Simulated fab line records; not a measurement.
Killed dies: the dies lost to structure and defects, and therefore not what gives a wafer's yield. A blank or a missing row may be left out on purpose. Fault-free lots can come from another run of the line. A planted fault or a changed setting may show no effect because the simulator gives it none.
Which of the tools did it? | flow n5_finfet | 36 wafers from 13 lots sampled at 4 of the route's 1938 steps

## WHAT EACH GAUGE READ, for each wafer
N5_BEOL_M8_CD_MEAS_35: the cd target is 40 nm. Usual: cd_nm reads 39.9 nm (standard deviation 0.46).
lot  | measured     | on        | cd_nm (nm)     | flag
L387 | day 9 12:59  | cd_sem-02 | 38.9 39.6 39.3 |
L389 | day 10 01:05 | cd_sem-03 | 40.2 39.4 40.4 |
L388 | day 10 01:10 | cd_sem-03 | 39.4 40.1 40.0 |
L390 | day 10 08:29 | cd_sem-01 | 40.1 38.8 39.4 |
L393 | day 11 04:15 | cd_sem-01 | 39.5           |
L391 | day 11 06:37 | cd_sem-01 | 40.2 39.6      |
L401 | day 13 01:26 | cd_sem-03 | 40.7 40.7 40.3 |
L399 | day 13 03:20 | cd_sem-02 | 39.9 40.1 40.7 |
L405 | day 13 21:08 | cd_sem-03 | 40.3 40.4 39.9 |
L403 | day 13 21:24 | cd_sem-01 | 40.9 40.3 40.1 |
L407 | day 15 05:10 | cd_sem-01 | 39.6 40.2 39.7 |
L409 | day 15 05:35 | cd_sem-03 | 40.0 40.0 39.7 |
L408 | day 15 07:35 | cd_sem-03 | 39.9 39.9 40.0 |

N5_BEOL_M8_RS_MEAS_57: a four-point-probe measurement. Usual: for M8_RS the level is 0.283 ohm/sq and the standard deviation is 0.0054.
lot  | measured     | on            | M8_RS (ohm/sq)    | flag
L387 | day 9 15:25  | film_metro-01 | 0.287 0.288 0.284 |
L389 | day 10 05:31 | film_metro-01 | 0.284 0.285 0.289 |
L388 | day 10 07:02 | film_metro-02 | 0.283 0.280 0.286 |
L390 | day 10 11:25 | film_metro-02 | 0.289 0.282 0.278 |
L393 | day 11 07:07 | film_metro-01 | 0.295             |
L391 | day 11 09:44 | film_metro-02 | 0.287 0.282       |
L401 | day 13 05:10 | film_metro-02 | 0.278 0.277 0.281 |
L399 | day 13 06:13 | film_metro-02 | 0.285 0.289 0.293 |
L405 | day 13 23:57 | film_metro-01 | 0.285 0.286 0.291 |
L403 | day 14 01:02 | film_metro-01 | 0.274 0.279 0.282 |
L407 | day 15 09:00 | film_metro-01 | 0.288 0.280 0.291 |
L409 | day 15 09:38 | film_metro-02 | 0.283 0.277 0.286 |
L408 | day 15 10:08 | film_metro-02 | 0.283 0.280 0.280 |

## TOOL THAT RAN EACH LOT (tool first, then ch and the chambers of the sampled wafers, then the start)
lot  | N5_BEOL_M8_ALD_77                   | N5_BEOL_M8_CVD_78
L387 | ald_metal-03 ch 0,1,3, day 9 13:51  | cvd_co-01 ch 0,2, day 9 14:12
L389 | ald_metal-04 ch 0,1,3, day 10 02:25 | cvd_co-02 ch 0,1, day 10 02:45
L388 | ald_metal-01 ch 1,2, day 10 03:33   | cvd_co-01 ch 0,2, day 10 05:56
L390 | ald_metal-04 ch 0,2,3, day 10 09:27 | cvd_co-02 ch 0,1,2, day 10 09:52
L393 | ald_metal-01 ch 1, day 11 04:47     | cvd_co-01 ch 2, day 11 05:27
L391 | ald_metal-03 ch 0,2, day 11 07:10   | cvd_co-01 ch 0,1, day 11 07:48
L401 | ald_metal-01 ch 0,1,3, day 13 03:25 | cvd_co-02 ch 0,2, day 13 03:59
L399 | ald_metal-04 ch 1,2,3, day 13 04:28 | cvd_co-02 ch 0, day 13 05:01
L405 | ald_metal-01 ch 0,2,3, day 13 22:04 | cvd_co-02 ch 0,1,2, day 13 22:49
L403 | ald_metal-04 ch 1,2, day 13 22:16   | cvd_co-01 ch 0,1,2, day 13 23:05
L407 | ald_metal-04 ch 2,3, day 15 06:04   | cvd_co-01 ch 0,2, day 15 06:26
L409 | ald_metal-01 ch 2,3, day 15 07:25   | cvd_co-01 ch 0,2, day 15 07:49
L408 | ald_metal-01 ch 0,1,2, day 15 08:16 | cvd_co-01 ch 0,2, day 15 08:43
- N5_BEOL_M8_ALD_77: deposits TaN, target thk 2 nm, pulse time 2 s, purge time 3 s.
- N5_BEOL_M8_CVD_78: deposits Co from CCTBA/H2, target thk 2 nm, time 142.3 s.

## WHAT THE TOOLS THEMSELVES READ (means of the sampled wafers that have a number; where no wafer has one, the mark that the record gives instead)
N5_BEOL_M8_ALD_77. Usual: heater_power_w reads 428 W (standard deviation 35).
lot  | tool         | heater_power_w (W) | flag
L387 | ald_metal-03 | 428                |
L389 | ald_metal-04 | 421                |
L388 | ald_metal-01 | 452                |
L390 | ald_metal-04 | 407                |
L393 | ald_metal-01 | 479                |
L391 | ald_metal-03 | 398                |
L401 | ald_metal-01 | 456                |
L399 | ald_metal-04 | 404                |
L405 | ald_metal-01 | 449                |
L403 | ald_metal-04 | 420                |
L407 | ald_metal-04 | 379                |
L409 | ald_metal-01 | 458                |
L408 | ald_metal-01 | 444                |

N5_BEOL_M8_CVD_78. Usual: run_length_s reads 164.5 s (standard deviation 0.48).
lot  | tool      | run_length_s (s) | flag
L387 | cvd_co-01 | 164.4            |
L389 | cvd_co-02 | 165.0            |
L388 | cvd_co-01 | 164.0            |
L390 | cvd_co-02 | 164.9            |
L393 | cvd_co-01 | 164.1            |
L391 | cvd_co-01 | 165.3            |
L401 | cvd_co-02 | 164.8            |
L399 | cvd_co-02 | 164.9            |
L405 | cvd_co-02 | 164.9            |
L403 | cvd_co-01 | 164.4            |
L407 | cvd_co-01 | 164.2            |
L409 | cvd_co-01 | 164.1            |
L408 | cvd_co-01 | 164.2            |

## THE ANSWER, worked out from the rows above alone
Rule: a lot is off if the mean of its wafers that have a number lies more than 3 standard deviations from the usual mean. A lot without any number at a reading at which 4 lots or more have one is off too. The other lots that the step has rows for count as sound. The gauges are gone through in route order, then the tools' own readings, and for those a lot's mean is taken as printed above. At the first step where some lot is off, the reading lying furthest off is the one used; lots without a number count as furthest.
None of the lots is off at any reading shown; this tells nothing.

## WHAT THE SIMULATOR HAD INSERTED
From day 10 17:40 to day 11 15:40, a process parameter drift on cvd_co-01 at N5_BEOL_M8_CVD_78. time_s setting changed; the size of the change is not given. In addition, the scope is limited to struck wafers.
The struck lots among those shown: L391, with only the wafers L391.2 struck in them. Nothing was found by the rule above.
